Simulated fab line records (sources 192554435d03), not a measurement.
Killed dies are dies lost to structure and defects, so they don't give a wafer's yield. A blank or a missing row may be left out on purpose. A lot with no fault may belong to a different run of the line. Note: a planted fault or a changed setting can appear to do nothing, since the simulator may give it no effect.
Split-lot experiment    flow n5 finfet    route with 1938 steps; 7 lots, 21 wafers read

SPLIT DETAILS
At N5_FIN_SAQP_PEB_14 (peb time 60 s), the setting peb time s was moved away from the recipe's 60 s on 7 of the 21 wafers read, by -17.9% to +19.4%. For the rest of the wafers, this setting stayed at what the recipe calls for.

FROM THE SPLIT ON TO THE READING: in between, the file shows 1 step
- N5_FIN_SAQP_DEVELOP_15: develop time 30 s

THE READING
cd nm (nm) at N5_FIN_SAQP_CD_MEAS_16, where the cd target is 35.6 nm. Typical for fault-free wafers on this fab line: 35.70 nm, with standard deviation 0.27 nm.

wafer   tool, chamber at the split  peb time s as run, s  against the recipe  cd nm, nm  against lot-mates on the recipe
L074.2  litho track-03, 0           60                    recipe              35.98      -
L074.4  litho track-03, 0           71.63                 +19.4%              34.05      -2.06
L074.6  litho track-03, 0           60                    recipe              36.25      -
L077.1  litho track-02, 0           49.26                 -17.9%              38.40      +2.96
L077.4  litho track-02, 0           49.26                 -17.9%              38.52      +3.08
L077.6  litho track-02, 0           60                    recipe              35.44      -
L078.1  litho track-01, 0           65.66                 +9.4%               34.38      -1.17
L078.2  litho track-01, 0           60                    recipe              35.53      -
L078.4  litho track-01, 0           60                    recipe              35.58      -
L082.1  litho track-02, 0           60                    recipe              35.30      -
L082.2  litho track-02, 0           60                    recipe              35.30      -
L082.3  litho track-02, 0           60                    recipe              35.93      -
L083.2  litho track-03, 0           70.73                 +17.9%              33.73      -2.02
L083.5  litho track-03, 0           60                    recipe              35.87      -
L083.6  litho track-03, 0           60                    recipe              35.64      -
L087.1  litho track-02, 0           71.52                 +19.2%              33.37      -2.07
L087.2  litho track-02, 0           60                    recipe              35.44      -
L087.4  litho track-02, 0           71.52                 +19.2%              33.65      -1.79
L093.1  litho track-03, 0           60                    recipe              35.59      -
L093.3  litho track-03, 0           60                    recipe              36.24      -
L093.5  litho track-03, 0           60                    recipe              35.36      -

FIT RESULTS
A straight line over all 21 wafers: cd nm changes by -0.124 nm for each +1% of peb time s; r = -0.96; the points scatter about the line by 0.37 nm.
The same after taking each lot's own level away (the mean of its wafers on the recipe; 21 wafers): -0.128 nm for each +1%; r = -0.97; scatter 0.34 nm.
The reading moves by 2.5 nm for the largest change in peb time s, on that fit.
The lots' own levels span 35.440 to 36.115 nm, that is 2.5 times the standard deviation above.
Hence the lot-to-lot level has little effect on the slope; both slopes agree.
Check: -2.39 nm against its lot-mates is what the line predicts for one of the wafers moved furthest among these (+19.4%) when that wafer is left out of the fit. It came out at -2.06 nm against them.

OTHER SPLITS APPLIED TO THESE WAFERS
Note: prior to the reading, these wafers also went through further splits. Each is held against what the fit with the lots' levels taken away leaves over:
other split on the same wafers         wafers away from the commonest value  r with cd nm (lot level and that fit taken away)
N5_ZERO_LAYER_PECVD_02 time s          7                                     +0.24
N5_WELL_APT_PEB_06 peb time s          7                                     -0.12
N5_WELL_APT_DEVELOP_07 develop time s  3                                     -0.18

THE FILE'S OWN FIT
cd nm changes by -0.121 nm for each +1% of peb time s, r = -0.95.
